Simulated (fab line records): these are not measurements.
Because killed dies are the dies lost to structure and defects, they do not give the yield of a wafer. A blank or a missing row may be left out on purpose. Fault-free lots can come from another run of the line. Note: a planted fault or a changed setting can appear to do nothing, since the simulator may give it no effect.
The tool behind it: which one? || flow n5 finfet || Sampling: 10 lots, 30 wafers, 6 of 1938 route steps

WHAT THE GAUGES SHOWED, per wafer
N5_FIN_SAQP_OCD_MEAS_76. Usual: trench depth nm 120.3 nm, standard deviation 1.5.
{"lot": "L100", "measured": "day 2 05:43", "on": "ocd-01", "trench depth nm (nm)": "121.9 117.6 119.1", "flag": ""}
{"lot": "L102", "measured": "day 2 14:29", "on": "ocd-01", "trench depth nm (nm)": "119.7 121.8 121.8", "flag": ""}
{"lot": "L105", "measured": "day 3 08:11", "on": "ocd-01", "trench depth nm (nm)": "117.7 120.3 119.3", "flag": ""}
{"lot": "L106", "measured": "day 3 15:55", "on": "ocd-01", "trench depth nm (nm)": "120.5 121.0 119.5", "flag": ""}
{"lot": "L107", "measured": "day 3 20:38", "on": "ocd-01", "trench depth nm (nm)": "119.0 118.0 119.4", "flag": ""}
{"lot": "L109", "measured": "day 4 10:06", "on": "ocd-01", "trench depth nm (nm)": "124.2 122.9 121.2", "flag": ""}
{"lot": "L119", "measured": "day 7 02:26", "on": "ocd-01", "trench depth nm (nm)": "120.5 120.6 121.1", "flag": ""}
{"lot": "L120", "measured": "day 7 03:14", "on": "ocd-02", "trench depth nm (nm)": "120.0 121.3 118.6", "flag": ""}
{"lot": "L121", "measured": "day 7 10:09", "on": "ocd-01", "trench depth nm (nm)": "118.5 120.5 118.2", "flag": ""}
{"lot": "L122", "measured": "day 7 15:28", "on": "ocd-01", "trench depth nm (nm)": "119.7 120.8 121.2", "flag": ""}

N5_FIN_CUT_CD_MEAS_08: the cd target is 29.1 nm. Usual: cd nm 29.10 nm, standard deviation 0.22.
{"lot": "L100", "measured": "day 2 06:10", "on": "cd sem-02", "cd nm (nm)": "29.58 29.17 29.29", "flag": ""}
{"lot": "L102", "measured": "day 2 14:57", "on": "cd sem-01", "cd nm (nm)": "29.18 29.14 29.28", "flag": ""}
{"lot": "L105", "measured": "day 3 08:40", "on": "cd sem-02", "cd nm (nm)": "29.16 28.85 28.98", "flag": ""}
{"lot": "L106", "measured": "day 3 16:15", "on": "cd sem-02", "cd nm (nm)": "29.16 29.04 28.97", "flag": ""}
{"lot": "L107", "measured": "day 3 21:06", "on": "cd sem-03", "cd nm (nm)": "29.43 28.67 29.46", "flag": ""}
{"lot": "L109", "measured": "day 4 10:34", "on": "cd sem-01", "cd nm (nm)": "29.27 28.88 29.73", "flag": ""}
{"lot": "L119", "measured": "day 7 02:53", "on": "cd sem-02", "cd nm (nm)": "29.22 29.31 29.28", "flag": ""}
{"lot": "L120", "measured": "day 7 03:34", "on": "cd sem-01", "cd nm (nm)": "29.28 29.16 29.51", "flag": ""}
{"lot": "L121", "measured": "day 7 10:37", "on": "cd sem-01", "cd nm (nm)": "29.28 29.21 29.27", "flag": ""}
{"lot": "L122", "measured": "day 7 15:48", "on": "cd sem-02", "cd nm (nm)": "29.21 28.95 29.12", "flag": ""}

N5_FIN_CUT_OVL_MEAS_09. Usual: FIN_CUT_OVL typically reads -0.3 nm, with standard deviation 0.76.
{"lot": "L100", "measured": "day 2 06:13", "on": "overlay-01", "FIN_CUT_OVL (nm)": "-0.2 -0.8 0.6", "flag": ""}
{"lot": "L102", "measured": "day 2 14:59", "on": "overlay-01", "FIN_CUT_OVL (nm)": "-0.7 -2.0 -0.9", "flag": ""}
{"lot": "L105", "measured": "day 3 08:41", "on": "overlay-02", "FIN_CUT_OVL (nm)": "-1.3 -1.3 -0.6", "flag": ""}
{"lot": "L106", "measured": "day 3 16:17", "on": "overlay-01", "FIN_CUT_OVL (nm)": "-1.7 -1.1 -1.0", "flag": ""}
{"lot": "L107", "measured": "day 3 21:08", "on": "overlay-01", "FIN_CUT_OVL (nm)": "-1.1 0.8 -0.9", "flag": ""}
{"lot": "L109", "measured": "day 4 10:36", "on": "overlay-01", "FIN_CUT_OVL (nm)": "-1.6 0.5 -0.1", "flag": ""}
{"lot": "L119", "measured": "day 7 02:55", "on": "overlay-02", "FIN_CUT_OVL (nm)": "-0.2 -0.9 -1.1", "flag": ""}
{"lot": "L120", "measured": "day 7 03:36", "on": "overlay-02", "FIN_CUT_OVL (nm)": "0.5 -0.4 -1.2", "flag": ""}
{"lot": "L121", "measured": "day 7 10:39", "on": "overlay-02", "FIN_CUT_OVL (nm)": "0.2 1.3 0.2", "flag": ""}
{"lot": "L122", "measured": "day 7 15:50", "on": "overlay-01", "FIN_CUT_OVL (nm)": "0.4 -1.1 -1.1", "flag": ""}

N5_FIN_CUT_INSPECT_17: inspects for defects (brightfield). Usual: raw defect count 213, standard deviation 51.
{"lot": "L100", "measured": "day 2 07:57", "on": "defect inspect-01", "raw defect count": "176 132 161", "flag": ""}
{"lot": "L102", "measured": "day 2 15:59", "on": "defect inspect-02", "raw defect count": "211 209 226", "flag": ""}
{"lot": "L105", "measured": "day 3 09:49", "on": "defect inspect-01", "raw defect count": "241 220 285", "flag": ""}
{"lot": "L106", "measured": "day 3 17:17", "on": "defect inspect-02", "raw defect count": "127 215 201", "flag": ""}
{"lot": "L107", "measured": "day 3 22:08", "on": "defect inspect-01", "raw defect count": "1780 1649 1630", "flag": "OFF"}
{"lot": "L109", "measured": "day 4 11:37", "on": "defect inspect-02", "raw defect count": "1632 1633 1754", "flag": "OFF"}
{"lot": "L119", "measured": "day 7 04:14", "on": "defect inspect-02", "raw defect count": "143 221 183", "flag": ""}
{"lot": "L120", "measured": "day 7 04:41", "on": "defect inspect-02", "raw defect count": "216 182 264", "flag": ""}
{"lot": "L121", "measured": "day 7 12:20", "on": "defect inspect-02", "raw defect count": "235 214 223", "flag": ""}
{"lot": "L122", "measured": "day 7 16:54", "on": "defect inspect-01", "raw defect count": "269 257 185", "flag": ""}

N5_BEOL_M4_RC_MEAS_101. Usual: DIBL_N 35.9 mV/V, standard deviation 1.4; DIBL_P 35.9 mV/V, standard deviation 1.7; IOFF_N 0.155 nA/um, standard deviation 0.023; IOFF_P 0.201 nA/um, standard deviation 0.029; ION_N 672 uA/um, standard deviation 8.8; ION_P 460 uA/um, standard deviation 7; SS_N 71.6 mV/dec, standard deviation 0.48; SS_P 73.1 mV/dec, standard deviation 0.64; VT_N 250.0 mV, standard deviation 3; VT_P -251.6 mV, standard deviation 3.
{"lot": "L100", "measured": "day 8 02:14", "on": "prober-02", "DIBL_N (mV/V)": "34.6 38.2 37.1", "DIBL_P (mV/V)": "35.1 38.6 37.4", "IOFF_N (nA/um)": "0.131 0.191 0.174", "IOFF_P (nA/um)": "0.195 0.252 0.229", "ION_N (uA/um)": "667 680 672", "ION_P (uA/um)": "460 464 459", "SS_N (mV/dec)": "71.7 72.2 71.7", "SS_P (mV/dec)": "73.3 74.6 74.0", "VT_N (mV)": "250.4 245.9 247.3", "VT_P (mV)": "-252.1 -250.6 -249.8", "flag": ""}
{"lot": "L102", "measured": "day 8 14:56", "on": "prober-02", "DIBL_N (mV/V)": "35.3 35.4 36.0", "DIBL_P (mV/V)": "34.0 34.6 36.0", "IOFF_N (nA/um)": "0.146 0.144 0.163", "IOFF_P (nA/um)": "0.207 0.206 0.232", "ION_N (uA/um)": "672 670 688", "ION_P (uA/um)": "469 462 475", "SS_N (mV/dec)": "71.8 71.1 72.0", "SS_P (mV/dec)": "72.6 73.0 73.2", "VT_N (mV)": "252.7 250.4 248.6", "VT_P (mV)": "-248.6 -247.5 -247.8", "flag": ""}
{"lot": "L105", "measured": "day 8 23:53", "on": "prober-01", "DIBL_N (mV/V)": "32.8 35.5 35.6", "DIBL_P (mV/V)": "34.9 37.1 37.1", "IOFF_N (nA/um)": "0.126 0.165 0.161", "IOFF_P (nA/um)": "0.168 0.200 0.208", "ION_N (uA/um)": "663 671 668", "ION_P (uA/um)": "453 456 459", "SS_N (mV/dec)": "71.3 71.5 72.1", "SS_P (mV/dec)": "73.3 73.6 73.6", "VT_N (mV)": "254.2 250.1 251.3", "VT_P (mV)": "-257.0 -254.1 -250.2", "flag": ""}
{"lot": "L106", "measured": "day 9 10:04", "on": "prober-01", "DIBL_N (mV/V)": "34.1 35.3 36.0", "DIBL_P (mV/V)": "35.0 36.8 37.7", "IOFF_N (nA/um)": "0.128 0.150 0.161", "IOFF_P (nA/um)": "0.162 0.179 0.186", "ION_N (uA/um)": "660 674 676", "ION_P (uA/um)": "452 457 460", "SS_N (mV/dec)": "71.6 71.1 72.0", "SS_P (mV/dec)": "72.4 73.4 73.6", "VT_N (mV)": "252.3 249.7 251.4", "VT_P (mV)": "-254.1 -254.3 -253.0", "flag": ""}
{"lot": "L107", "measured": "day 10 00:45", "on": "prober-02", "DIBL_N (mV/V)": "33.8 35.1 34.4", "DIBL_P (mV/V)": "33.6 34.5 34.1", "IOFF_N (nA/um)": "0.126 0.141 0.131", "IOFF_P (nA/um)": "0.147 0.155 0.148", "ION_N (uA/um)": "669 669 665", "ION_P (uA/um)": "453 443 448", "SS_N (mV/dec)": "70.9 71.8 70.8", "SS_P (mV/dec)": "72.7 72.7 72.1", "VT_N (mV)": "251.1 251.5 252.5", "VT_P (mV)": "-256.9 -256.8 -256.1", "flag": ""}
{"lot": "L109", "measured": "day 10 18:28", "on": "prober-02", "DIBL_N (mV/V)": "33.1 35.3 33.2", "DIBL_P (mV/V)": "31.8 34.6 32.0", "IOFF_N (nA/um)": "0.114 0.157 0.117", "IOFF_P (nA/um)": "0.162 0.205 0.164", "ION_N (uA/um)": "657 674 674", "ION_P (uA/um)": "454 459 458", "SS_N (mV/dec)": "71.0 71.5 69.9", "SS_P (mV/dec)": "72.5 73.1 71.5", "VT_N (mV)": "251.4 247.7 253.3", "VT_P (mV)": "-253.1 -252.2 -252.7", "flag": ""}
{"lot": "L119", "measured": "day 12 22:56", "on": "prober-01", "DIBL_N (mV/V)": "36.6 36.3 35.4", "DIBL_P (mV/V)": "37.5 37.9 36.6", "IOFF_N (nA/um)": "0.168 0.170 0.149", "IOFF_P (nA/um)": "0.213 0.217 0.199", "ION_N (uA/um)": "682 676 668", "ION_P (uA/um)": "461 460 461", "SS_N (mV/dec)": "72.3 72.0 72.8", "SS_P (mV/dec)": "73.8 74.1 73.7", "VT_N (mV)": "248.7 248.1 250.8", "VT_P (mV)": "-250.7 -251.7 -250.6", "flag": ""}
{"lot": "L120", "measured": "day 12 22:28", "on": "prober-02", "DIBL_N (mV/V)": "39.1 38.5 37.6", "DIBL_P (mV/V)": "39.8 39.4 38.0", "IOFF_N (nA/um)": "0.211 0.195 0.187", "IOFF_P (nA/um)": "0.260 0.250 0.231", "ION_N (uA/um)": "682 685 686", "ION_P (uA/um)": "462 464 469", "SS_N (mV/dec)": "72.3 72.4 71.8", "SS_P (mV/dec)": "74.4 73.7 73.0", "VT_N (mV)": "243.3 248.6 243.6", "VT_P (mV)": "-250.6 -249.5 -249.3", "flag": ""}
{"lot": "L121", "measured": "day 13 16:23", "on": "prober-01", "DIBL_N (mV/V)": "35.4 36.3 37.0", "DIBL_P (mV/V)": "36.7 38.7 39.4", "IOFF_N (nA/um)": "0.188 0.205 0.231", "IOFF_P (nA/um)": "0.220 0.250 0.267", "ION_N (uA/um)": "688 680 676", "ION_P (uA/um)": "469 465 462", "SS_N (mV/dec)": "71.3 71.7 72.3", "SS_P (mV/dec)": "73.3 73.7 74.4", "VT_N (mV)": "243.8 244.3 243.5", "VT_P (mV)": "-248.9 -249.2 -249.4", "flag": ""}
{"lot": "L122", "measured": "day 13 18:04", "on": "prober-01", "DIBL_N (mV/V)": "35.9 37.2 34.9", "DIBL_P (mV/V)": "35.7 35.9 34.2", "IOFF_N (nA/um)": "0.155 0.157 0.132", "IOFF_P (nA/um)": "0.183 0.196 0.171", "ION_N (uA/um)": "679 670 666", "ION_P (uA/um)": "461 454 451", "SS_N (mV/dec)": "71.4 71.7 70.5", "SS_P (mV/dec)": "72.8 73.5 73.4", "VT_N (mV)": "248.4 250.7 252.3", "VT_P (mV)": "-253.1 -252.3 -254.2", "flag": ""}

TOOL THAT RAN EACH LOT (tool first, then ch and the chambers of the sampled wafers, then the start)
{"lot": "L100", "N5_FIN_CUT_CUT_ETCH_15": "rie si-02 ch 0,2,3, day 2 07:35"}
{"lot": "L102", "N5_FIN_CUT_CUT_ETCH_15": "rie si-05 ch 0,1,3, day 2 15:42"}
{"lot": "L105", "N5_FIN_CUT_CUT_ETCH_15": "rie si-06 ch 0,1, day 3 09:32"}
{"lot": "L106", "N5_FIN_CUT_CUT_ETCH_15": "rie si-02 ch 0,1, day 3 17:01"}
{"lot": "L107", "N5_FIN_CUT_CUT_ETCH_15": "rie si-02 ch 1,2, day 3 21:51"}
{"lot": "L109", "N5_FIN_CUT_CUT_ETCH_15": "rie si-02 ch 0,1,3, day 4 11:20"}
{"lot": "L119", "N5_FIN_CUT_CUT_ETCH_15": "rie si-02 ch 0,2,3, day 7 03:58"}
{"lot": "L120", "N5_FIN_CUT_CUT_ETCH_15": "rie si-02 ch 0,1,2, day 7 04:24"}
{"lot": "L121", "N5_FIN_CUT_CUT_ETCH_15": "rie si-02 ch 0,1,3, day 7 11:58"}
{"lot": "L122", "N5_FIN_CUT_CUT_ETCH_15": "rie si-06 ch 1,2,3, day 7 16:37"}
- N5_FIN_CUT_CUT_ETCH_15: etches Si in HBr/Cl2/O2, target depth 100 nm, bt time 10 s, time 42.4 s.

WHAT THE TOOLS THEMSELVES READ (means of the sampled wafers that have a number; where no wafer has one, the mark that the record gives instead)
N5_FIN_CUT_CUT_ETCH_15. Usual: drypump motor current A 5.8 A, standard deviation 0.6; oes product au 0.997 a.u., standard deviation 0.017; throttle valve pct 37.28 %, standard deviation 0.2.
{"lot": "L100", "tool": "rie si-02", "drypump motor current A (A)": 6.1, "oes product au (a.u.)": 0.995, "throttle valve pct (%)": 37.32, "flag": ""}
{"lot": "L102", "tool": "rie si-05", "drypump motor current A (A)": 5.7, "oes product au (a.u.)": 0.999, "throttle valve pct (%)": 37.25, "flag": ""}
{"lot": "L105", "tool": "rie si-06", "drypump motor current A (A)": 5.7, "oes product au (a.u.)": 0.990, "throttle valve pct (%)": 37.32, "flag": ""}
{"lot": "L106", "tool": "rie si-02", "drypump motor current A (A)": 5.5, "oes product au (a.u.)": 0.998, "throttle valve pct (%)": 37.23, "flag": ""}
{"lot": "L107", "tool": "rie si-02", "drypump motor current A (A)": 6.0, "oes product au (a.u.)": 1.001, "throttle valve pct (%)": 37.46, "flag": ""}
{"lot": "L109", "tool": "rie si-02", "drypump motor current A (A)": 5.7, "oes product au (a.u.)": 0.996, "throttle valve pct (%)": 37.22, "flag": ""}
{"lot": "L119", "tool": "rie si-02", "drypump motor current A (A)": 6.1, "oes product au (a.u.)": 1.004, "throttle valve pct (%)": 37.30, "flag": ""}
{"lot": "L120", "tool": "rie si-02", "drypump motor current A (A)": 5.8, "oes product au (a.u.)": 1.004, "throttle valve pct (%)": 37.30, "flag": ""}
{"lot": "L121", "tool": "rie si-02", "drypump motor current A (A)": 5.7, "oes product au (a.u.)": 0.995, "throttle valve pct (%)": 37.21, "flag": ""}
{"lot": "L122", "tool": "rie si-06", "drypump motor current A (A)": 5.7, "oes product au (a.u.)": 0.993, "throttle valve pct (%)": 37.23, "flag": ""}

THE ANSWER, worked out from the rows above alone
Rule: a lot is off if the mean of its wafers that have a number lies more than 3 standard deviations from the usual mean. A lot without any number at a reading at which 4 lots or more have one is off too. The other lots that the step has rows for count as sound. Order of review: gauges by route order, followed by the tools' own readings, for which a lot's mean as printed above is used. At the first step where some lot is off, the reading lying furthest off is the one used; lots without a number count as furthest.
Off: L107, L109 (N5_FIN_CUT_INSPECT_17, raw defect count).
If a tool, at a process step before that reading, ran all the lots that are off and no sound lot after the first of them, it fits. The gauges at N5_FIN_CUT_INSPECT_17 are tried like those tools. No candidate that was tried fits.

WHAT THE SIMULATOR HAD PUT IN
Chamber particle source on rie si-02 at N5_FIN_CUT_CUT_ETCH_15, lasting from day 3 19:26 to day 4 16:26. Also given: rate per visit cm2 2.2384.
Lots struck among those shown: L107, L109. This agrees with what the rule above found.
